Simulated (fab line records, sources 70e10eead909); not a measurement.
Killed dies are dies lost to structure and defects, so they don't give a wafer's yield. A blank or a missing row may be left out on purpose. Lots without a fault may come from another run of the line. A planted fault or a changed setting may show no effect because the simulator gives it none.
fab line records | flow nand_harc
record lots=12 wafers=36 last_day=25
route steps=1159 shown P_ZERO_WELL@19 P_STI@84 END@1159
lots that met no fault: from a run of the same line without faults
start_h: hours from the record's first day to the start of the lot's first wafer shown | wait_h: hours since the lot's step before | " the same as in the row above | L1.1+2: a row that stands for several wafers | - no value, or no start given | * or withheld: withheld | < > ~ a bound
route shown NAME@n: a module of which the file shows steps, and the number in the route of the first | usual: mean/standard deviation of fault-free wafers | same: alike in all rows | chamber/n: place in a boat | sites: the reading at each site | _std_site: their standard deviation | _edge_site: outer sites' mean less inner sites' | radius_mm: how far each site lies from the wafer's centre | mask NAME#n: copy n | behind: the tool/chamber that last shaped the wafer | hold: why the lot was held/for how many hours/how that ended | device: the transistor (n, p or np) that didn't switch | end of line: the same wafers' tests at the end of the route | a step without rows: its recipe alone | killed: dies lost to structure and defects at the first sort, not the wafer's yield | map: a wafer's dies, x killed, . not, _ none there
set.NAME: the setting as run; set.NAME@STEP: as run at that earlier step | model.NAME: the simulator's own value behind a step, which no gauge read
steps of the route over a sample of lots; a table a step, a row a wafer
services: from which hour (start_h, from the record's first day; less than 0 if before it) a tool's chamber was out of use, for how many hours, and why
## steps
# step NHARC_P_ZERO_WELL_ETCH_63
# recipe target_depth_a=1200 time_s=40.1 hbr_flow_sccm=150 cl2_flow_sccm=50 rf_w=400 icp_w=400 bias_w=100 chemistry=HBr/Cl2
# usual chamber_pressure_mTorr=15.000/0.014 drypump_motor_current_A=6.0/0.46 oes_product_au=1.000/0.011 throttle_valve_pct=26.406/0.0089
# columns lot.wafer tool chamber start_h wait_h chamber_pressure_mTorr drypump_motor_current_A oes_product_au rf_hours_counter_h throttle_valve_pct
L293.3 rie_si-03 2 13.93 - 14.984 5.9 1.011 0.3 26.405
L293.1 " 3 " " 15.008 6.5 1.006 0.3 26.392
L293.6 " 3 " " 15.005 6.6 1.007 - 26.401
L294.2 rie_si-03 1 19.68 - 15.011 5.4 1.006 0.3 26.398
L294.3 " 2 " " 14.985 5.9 0.998 0.3 26.409
L294.6 " 1 " " 14.982 5.4 0.999 - 26.413
L295.4 rie_si-04 2 25.67 - 14.997 5.4 1.007 0.9 26.394
L295.1 " 3 " " 15.001 6.6 0.995 0.9 26.387
L295.5 " 2 " " 14.988 5.4 1.010 - 26.395
L296.1 rie_si-03 2 31.65 - 14.966 5.9 0.998 0.4 26.411
L296.5 " 2 " " 14.976 5.9 1.002 - 26.387
L296.6 " 3 " " 15.007 6.6 0.993 - 26.413
L297.4 rie_si-03 0 37.68 - 15.016 6.4 0.994 0.5 26.421
L297.1 " 2 " " 15.011 6.0 1.004 0.5 26.398
L297.6 " 3 " " 14.988 6.6 0.986 - 26.409
L298.1 rie_si-03 3 43.67 - 14.999 6.6 0.997 0.6 26.410
L298.4 " 0 " " 14.989 6.4 0.985 0.6 26.411
L298.6 " 3 " " 15.022 6.6 0.984 - 26.409
L308.1 rie_si-06 2 103.54 - 15.000 5.6 0.985 0.7 26.402
L308.2 " 1 " " 15.007 6.1 0.976 0.7 26.408
L308.5 " 2 " " 14.980 5.6 0.984 - 26.408
L309.1 rie_si-04 1 109.52 - 14.975 6.5 1.008 0.0 26.406
L309.4 " 2 " " 15.001 5.4 1.021 0.0 26.399
L309.2 " 3 " " 15.004 6.5 1.009 0.0 26.403
L310.4 rie_si-03 1 115.67 - 14.981 5.4 0.997 1.0 26.393
L310.3 " 2 " " 14.977 5.9 1.022 1.0 26.397
L310.1 " 0 " " 15.014 6.4 1.007 1.1 26.412
L311.1 rie_si-06 1 121.54 - 14.978 6.1 0.989 0.9 26.419
L311.6 " 0 " " 14.983 5.3 1.020 - 26.406
L311.5 " 1 " " 14.998 6.1 0.989 - 26.405
L313.3 rie_si-03 3 133.69 - 15.020 6.6 1.001 1.3 26.422
L313.4 " 2 " " 14.993 6.0 1.016 1.1 26.401
L313.6 " 3 " " 15.010 6.5 0.998 - 26.418
L316.1 rie_si-04 3 151.68 - 14.977 6.6 1.012 0.3 26.407
L316.3 " 1 " " 15.018 6.4 1.000 0.3 26.396
L316.6 " 3 " " 15.014 6.6 1.016 - 26.384
# step NHARC_P_ZERO_WELL_EXPOSE_21
# recipe na=0.6 target_cd_nm=720 dose_mj=22.31 mask_id=P_NWELL
# same na=0.6
# columns lot.wafer tool chamber start_h wait_h mask
L293.1+3+6 krf_scanner-01 0 14.70 - P_NWELL#0
L294.2+3+6 krf_scanner-03 0 20.44 - P_NWELL#0
L295.1+4+5 krf_scanner-04 0 26.44 - P_NWELL#0
L296.1+5+6 krf_scanner-03 0 32.42 - P_NWELL#0
L297.1+4+6 krf_scanner-01 0 38.43 - P_NWELL#0
L298.1+4+6 krf_scanner-01 0 44.33 - P_PWELL#0
L308.1+2+5 krf_scanner-03 0 104.30 - P_NWELL#0
L309.1+2+4 krf_scanner-01 0 110.30 - P_NWELL#0
L310.1+3+4 krf_scanner-03 0 116.44 - P_NWELL#0
L311.1+5+6 krf_scanner-04 0 122.30 - P_NWELL#0
L313.3+4+6 krf_scanner-03 0 134.35 - P_NWELL#0
L316.1+3+6 krf_scanner-04 0 152.34 - P_NWELL#0
# step NHARC_P_ZERO_WELL_CD_MEAS_24
# recipe target_cd_nm=720 landing_energy_ev=500
# usual cd_nm=719.7/1.6
# columns lot.wafer tool chamber start_h wait_h cd_nm
L293.1 cd_sem-01 0 14.85 - 717.9
L293.3 " 0 " " 717.8
L293.6 " 0 " " 718.1
L294.2 cd_sem-01 0 20.59 - 717.1
L294.3 " 0 " " 718.6
L294.6 " 0 " " 717.9
L295.1 cd_sem-01 0 26.59 - 717.0
L295.4 " 0 " " 719.7
L295.5 " 0 " " 718.9
L296.1 cd_sem-01 0 32.58 - 716.6
L296.5 " 0 " " 718.2
L296.6 " 0 " " 717.8
L297.1 cd_sem-02 0 38.59 - 721.4
L297.4 " 0 " " 719.9
L297.6 " 0 " " 722.5
L298.1 cd_sem-01 0 44.49 - -
L298.4 " 0 " " -
L298.6 " 0 " " -
L308.1 cd_sem-02 0 104.46 - 717.8
L308.2 " 0 " " 716.5
L308.5 " 0 " " 719.9
L309.1 cd_sem-01 0 110.46 - 721.6
L309.2 " 0 " " 722.5
L309.4 " 0 " " 720.4
L310.1 cd_sem-02 0 116.60 - 721.2
L310.3 " 0 " " 722.0
L310.4 " 0 " " 719.7
L311.1 cd_sem-01 0 122.47 - 717.6
L311.5 " 0 " " 717.7
L311.6 " 0 " " 720.4
L313.3 cd_sem-03 0 134.50 - 719.1
L313.4 " 0 " " 718.5
L313.6 " 0 " " 718.7
L316.1 cd_sem-03 0 152.49 - 720.5
L316.3 " 0 " " 719.6
L316.6 " 0 " " 718.3
# step NHARC_P_ZERO_WELL_DESCUM_39
# recipe time_s=3 o2_flow_sccm=200 ar_flow_sccm=0 bias_power_w=0 chemistry=O2
# usual chamber_pressure_mTorr=60.00/0.06 drypump_motor_current_A=5.8/0.38 o2_flow_sccm=200.1/0.95 oes_product_au=0.996/0.0099 rf_vpp_V=57.9/0.86 showerhead_plenum_p_Torr=1.93/0.082 throttle_valve_pct=11.310/0.01
# columns lot.wafer tool chamber start_h wait_h chamber_pressure_mTorr drypump_motor_current_A o2_flow_sccm oes_product_au rf_hours_counter_h rf_vpp_V showerhead_plenum_p_Torr throttle_valve_pct
L293.3 rie_diel-07 3 16.68 - 59.91 6.1 200.7 1.018 10 57.6 1.83 11.323
L293.1 " 2 " " 60.04 6.4 199.0 0.994 10 59.7 1.97 11.319
L293.6 " 0 " " 59.90 5.2 199.2 0.999 - 58.6 1.91 11.304
L294.2 rie_diel-07 2 22.39 - 60.11 6.4 200.6 0.986 10 57.0 1.97 11.310
L294.3 " 0 " " 59.99 5.2 200.1 1.004 11 58.5 1.92 11.305
L294.6 " 1 " " 60.06 5.5 199.9 1.001 - 58.6 1.90 11.316
L295.1 rie_diel-02 3 28.42 - 59.97 5.6 200.6 0.987 4 57.7 1.88 11.314
L295.4 " 1 " " 60.03 5.9 199.2 1.003 3 56.4 1.78 11.314
L295.5 " 3 " " 59.98 5.6 199.8 0.991 - 57.2 1.88 11.287
L296.1 rie_diel-02 2 34.41 - 60.08 5.4 200.2 0.989 2 58.1 2.04 11.321
L296.5 " 3 " " 60.00 5.6 200.2 0.997 - 56.7 1.88 11.311
L296.6 " 0 " " 60.00 5.7 200.7 0.997 - 59.3 2.01 11.316
L297.4 rie_diel-02 3 40.41 - 60.02 5.6 199.2 0.992 5 57.1 1.88 11.292
L297.1 " 0 " " 60.01 5.6 199.5 0.994 3 58.0 2.01 11.304
L297.6 " 2 " " 60.08 5.5 200.0 0.986 - 58.0 2.04 11.309
L298.4 rie_diel-07 0 46.19 - 60.02 5.2 200.2 1.011 12 57.1 1.91 11.312
L298.1 " 1 " " 60.15 5.5 199.4 0.992 9 56.9 1.90 11.308
L298.6 " 0 " " 59.97 5.2 199.6 1.019 - 57.5 1.91 11.296
L308.1 rie_diel-02 3 106.29 - 60.01 5.6 200.0 0.998 9 57.7 1.88 11.305
L308.2 " 0 " " 59.98 5.7 201.2 0.991 8 58.4 2.01 11.312
L308.5 " 0 " " 59.93 5.7 200.6 0.992 - 59.8 2.01 11.306
L309.2 rie_diel-09 0 112.25 - 60.00 6.2 200.0 1.006 1 58.6 2.02 11.303
L309.4 " 1 " " 60.08 6.1 199.9 1.005 0 58.0 2.04 11.296
L309.1 " 2 " " 60.08 5.3 199.3 1.006 0 57.4 1.81 11.307
L310.1 rie_diel-07 0 118.40 - 60.01 5.2 199.5 1.003 4 58.2 1.91 11.301
L310.3 " 1 " " 60.02 5.5 200.7 0.973 4 58.3 1.90 11.314
L310.4 " 3 " " 60.04 6.1 200.7 1.002 4 57.4 1.83 11.321
L311.1 rie_diel-02 3 124.29 - 60.07 5.6 200.1 0.997 10 58.2 1.88 11.308
L311.5 " 2 " " 60.11 5.4 200.8 0.980 - 59.1 2.03 11.317
L311.6 " 3 " " 60.10 5.6 200.2 0.996 - 57.6 1.88 11.320
L313.4 rie_diel-07 2 136.21 - 60.06 6.4 200.1 0.988 5 57.6 1.97 11.275
L313.3 " 0 " " 60.05 5.2 199.1 1.003 5 57.9 1.91 11.323
L313.6 " 2 " " 60.06 6.4 200.1 0.997 - 58.9 1.97 11.320
L316.3 rie_diel-07 3 154.30 - 60.02 6.1 200.1 0.996 6 58.3 1.83 11.312
L316.1 " 1 " " 59.98 5.5 200.8 0.995 6 57.7 1.90 11.312
L316.6 " 0 " " 59.96 5.2 200.8 1.008 - 58.1 1.91 11.298
# step NHARC_P_STI_OVL_MEAS_10
# usual overlay_x_nm=0/6.8 overlay_y_nm=0/5.9
# columns lot.wafer tool chamber start_h wait_h overlay_x_nm overlay_y_nm
L293.1 overlay-02 - 37.27 - -2 -10
L293.3 " - " " -2 -9
L293.6 " - " " -2 -9
L294.2 overlay-02 - 37.43 - -9 -9
L294.3 " - " " -10 -8
L294.6 " - " " -10 -9
L295.1 overlay-01 - 51.54 - -7 9
L295.4 " - " " -6 8
L295.5 " - " " -6 8
L296.1 overlay-02 - 51.57 - 4 -4
L296.5 " - " " 3 -4
L296.6 " - " " 4 -3
L297.1 overlay-01 - 59.00 - 4 7
L297.4 " - " " 4 6
L297.6 " - " " 4 6
L308.1 overlay-01 - 125.51 - -8 10
L308.2 " - " " -8 10
L308.5 " - " " -8 10
L309.1 overlay-02 - 130.98 - -2 -8
L309.2 " - " " -2 -8
L309.4 " - " " -2 -8
L310.1 overlay-02 - 137.07 - -10 -3
L310.3 " - " " -10 -3
L310.4 " - " " -10 -2
L311.1 overlay-02 - 142.77 - 5 5
L311.5 " - " " 5 5
L311.6 " - " " 5 5
L313.3 overlay-02 - 156.85 - -7 0
L313.4 " - " " -7 1
L313.6 " - " " -7 0
L316.1 overlay-02 - 172.83 - 4 -1
L316.3 " - " " 4 -1
L316.6 " - " " 5 -1
# step NHARC_END_SORT_01
# recipe temp_c=25
# usual killed_at_array=26/11 killed_at_other=0.4/0.78 killed_at_periphery=3.4/2.4 killed_dies=29/11 killed_open=3.1/1.9 killed_short=1.9/1.4
# same gross_dies=677
# columns lot.wafer tool chamber start_h wait_h killed_at_array killed_at_other killed_at_periphery killed_dies killed_open killed_short
L298.1 prober-02 0 528.84 2.5 22 0 655 677 3 0
L298.4 prober-02 0 531.26 3.4 10 0 667 677 1 1
L298.6 prober-02 0 532.87 4.0 12 1 664 677 1 0
L308.1 prober-01 0 567.79 2.5 26 0 3 29 1 3
L308.2 prober-01 0 568.58 2.8 30 0 2 32 3 1
L308.5 prober-01 0 570.94 3.7 24 0 4 28 2 5
L309.1 prober-02 0 575.85 2.5 20 0 7 27 2 2
L309.2 prober-02 0 576.64 2.8 40 0 7 47 4 5
L309.4 prober-02 0 578.21 3.4 40 0 4 44 2 1
L310.1 prober-02 0 583.55 2.5 31 3 4 38 3 1
L310.3 prober-02 0 585.14 3.1 26 2 4 32 1 0
L310.4 prober-02 0 585.94 3.4 32 4 5 41 4 3
L311.1 prober-01 0 591.29 2.5 7 0 3 10 2 1
L311.5 prober-01 0 594.49 3.7 13 0 0 13 3 0
L311.6 prober-01 0 595.29 4.0 11 0 2 13 2 1
# killed by level:class
L298.1 P_ZERO_WELL:area_expose=651 A_SLIT:chamber_film_flake=12 A_CHANNEL_HOLE_D1:chamber_film_flake=3 P_GATE:chamber_film_flake=2 P_CONTACT:chamber_film_flake=2 A_STAIRCASE:chamber_film_flake=2 A_CONTACT:chamber_film_flake=2 A_CHANNEL_HOLE_D1:geometric_particle:open=1
L298.4 P_ZERO_WELL:area_expose=663 A_STAIRCASE:chamber_film_flake=4 P_GATE:chamber_film_flake=3 A_SLIT:chamber_film_flake=3 A_ONON_D1:geometric_particle:open=1 A_BLC:geometric_particle:short=1 P_CONTACT:chamber_film_flake=1 A_M1:chamber_film_flake=1
L298.6 P_ZERO_WELL:area_expose=658 A_STAIRCASE:chamber_film_flake=6 P_CONTACT:chamber_film_flake=4 A_SLIT:chamber_film_flake=3 P_GATE:chamber_film_flake=2 A_SGD_CUT:geometric_particle:open=1 A_ZERO_WELL:chamber_film_flake=1 A_CONTACT:chamber_film_flake=1
L308.1 A_CHANNEL_HOLE_D1:chamber_film_flake=8 A_SLIT:chamber_film_flake=6 A_CONTACT:chamber_film_flake=4 A_ZERO_WELL:chamber_film_flake=2 A_WL_FILL:chamber_film_flake=2 P_M0:geometric_particle:open=1 P_M0:geometric_particle:short=1 A_SOURCE_PLATE:geometric_particle:short=1
L308.2 A_SLIT:chamber_film_flake=18 A_CHANNEL_HOLE_D1:chamber_film_flake=3 A_ZERO_WELL:chamber_film_flake=2 A_CHANNEL_FILL_D1:geometric_particle:open=1 A_WL_FILL:geometric_particle:short=1 A_CONTACT:geometric_particle:open=1 A_M1:geometric_particle:open=1 P_STI:chamber_film_flake=1
L308.5 A_SLIT:chamber_film_flake=8 A_CHANNEL_HOLE_D1:chamber_film_flake=5 A_CHANNEL_FILL_D1:geometric_particle:short=2 A_STAIRCASE:chamber_film_flake=2 A_CONTACT:chamber_film_flake=2 P_GATE:geometric_particle:open=1 P_M1:geometric_particle:short=1 A_ONON_D1:geometric_particle:short=1
L309.1 A_CONTACT:chamber_film_flake=9 A_SLIT:chamber_film_flake=4 P_GATE:chamber_film_flake=3 P_M2:chamber_film_flake=3 A_CHANNEL_FILL_D1:geometric_particle:short=2 A_CHANNEL_HOLE_D1:chamber_film_flake=2 P_GATE:geometric_particle:open=1 A_BLC:geometric_particle:open=1
L309.2 A_SLIT:chamber_film_flake=18 A_CONTACT:chamber_film_flake=11 P_M2:chamber_film_flake=3 P_ZERO_WELL:chamber_film_flake=2 A_CHANNEL_HOLE_D1:chamber_film_flake=2 A_BLC:chamber_film_flake=2 P_GATE:geometric_particle:open=1 P_M0:geometric_particle:short=1
L309.4 A_SLIT:chamber_film_flake=20 A_CONTACT:chamber_film_flake=9 A_CHANNEL_HOLE_D1:chamber_film_flake=6 A_BLC:chamber_film_flake=3 P_CONTACT:geometric_particle:open=1 A_ONON_D1:geometric_particle:short=1 A_M0:geometric_particle:open=1 P_ZERO_WELL:chamber_film_flake=1
L310.1 A_CHANNEL_HOLE_D1:chamber_film_flake=19 A_CONTACT:chamber_film_flake=4 P_M2:chamber_film_flake=3 THIN_TSV:chamber_film_flake=3 A_WL_FILL:chamber_film_flake=2 A_ONON_D1:geometric_particle:short=1 A_WL_FILL:geometric_particle:open=1 A_CONTACT:geometric_particle:open=1
L310.3 A_CHANNEL_HOLE_D1:chamber_film_flake=20 A_SLIT:chamber_film_flake=2 A_WL_FILL:chamber_film_flake=2 A_CONTACT:chamber_film_flake=2 THIN_TSV:chamber_film_flake=2 P_CONTACT:geometric_particle:open=1 P_GATE:chamber_film_flake=1 P_CONTACT:chamber_film_flake=1
L310.4 A_CHANNEL_HOLE_D1:chamber_film_flake=18 A_CONTACT:chamber_film_flake=5 THIN_TSV:chamber_film_flake=3 A_SLIT:chamber_film_flake=2 A_WL_FILL:chamber_film_flake=2 P_CONTACT:geometric_particle:open=1 P_M2:geometric_particle:short=1 A_CHANNEL_HOLE_D1:geometric_particle:open=1
L311.1 A_CHANNEL_HOLE_D1:chamber_film_flake=2 A_CONTACT:chamber_film_flake=2 P_GATE:geometric_particle:short=1 A_CONTACT:geometric_particle:open=1 A_BLC:geometric_particle:open=1 P_ZERO_WELL:chamber_film_flake=1 P_STI:chamber_film_flake=1 A_BLC:chamber_film_flake=1
L311.5 A_CHANNEL_HOLE_D1:chamber_film_flake=5 A_CONTACT:chamber_film_flake=4 A_CHANNEL_FILL_D1:geometric_particle:open=1 A_WL_FILL:geometric_particle:open=1 A_M0:geometric_particle:open=1 A_SLIT:chamber_film_flake=1
L311.6 A_CHANNEL_HOLE_D1:chamber_film_flake=6 P_GATE:geometric_particle:open=1 P_CONTACT:geometric_particle:open=1 A_SGD_CUT:geometric_particle:short=1 A_ZERO_WELL:chamber_film_flake=1 A_STAIRCASE:chamber_film_flake=1 A_WL_FILL:chamber_film_flake=1 A_CONTACT:chamber_film_flake=1
## services
# columns tool chamber start_h hours kind
rie_diel-07 1 -7.98 29.5 repair
krf_scanner-03 - -4.00 4.0 pm
rie_diel-02 2 4.34 12.8 repair
rie_si-06 - 6.00 9.0 pm
rie_diel-02 0 6.08 8.1 repair
rie_diel-07 3 9.38 3.3 repair
krf_scanner-04 - 11.02 6.6 repair
rie_diel-02 - 22.88 0.4 repair
rie_si-04 1 34.75 3.1 repair
rie_si-06 1 48.89 10.3 repair
rie_diel-07 - 51.20 9.0 pm
rie_diel-02 1 61.89 1.7 repair
rie_diel-02 - 65.40 0.4 repair
krf_scanner-01 - 84.00 4.0 pm
rie_si-04 - 99.00 9.0 pm
rie_diel-02 3 100.88 1.5 repair
rie_diel-02 - 109.02 3.3 repair
krf_scanner-01 - 125.89 51.0 repair
krf_scanner-04 - 126.00 4.0 pm
rie_diel-07 3 127.61 2.2 repair
rie_diel-02 1 129.41 9.7 repair
krf_scanner-04 - 133.76 1.4 repair
rie_diel-02 2 136.05 7.4 repair
rie_diel-02 - 150.70 9.0 pm
## key
first_sign step=NHARC_P_ZERO_WELL_EXPOSE_21 reading=mask direction=changed
effect step=NHARC_P_ZERO_WELL_CD_MEAS_24 reading=cd_nm direction=missing
effect step=NHARC_END_SORT_01 reading=killed_at_periphery direction=up sigmas=99+ usual=3.4 struck=662
more_kills_born_at NHARC_P_ZERO_WELL_EXPOSE_21@krf_scanner-01=1972
met_at NHARC_P_ZERO_WELL_EXPOSE_21
struck_lots L298
later_rows_left_out L298.1,L298.4,L298.6
tester_left_out L298
not_acting_at NHARC_P_ZERO_WELL_ETCH_63,NHARC_P_ZERO_WELL_DESCUM_39,NHARC_P_STI_OVL_MEAS_10
onset_between 38.43 44.33
fault kind=wrong_mask tool=any chamber=- onset_h=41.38 steps=NHARC_P_ZERO_WELL_EXPOSE_21 aux_copy=P_PWELL#0 scope=struck_lots_only
# tester_left_out: of these lots the tester's yield and bins aren't shown, on N5 and GAA mostly nor the transistor test; their killed dies are dies lost to structure and defects alone, not to doping, threshold or leakage, so they don't give the yield
# later_rows_left_out: the simulator's readings of these wafers behind a module that went badly wrong aren't trusted and aren't shown, but for the sort
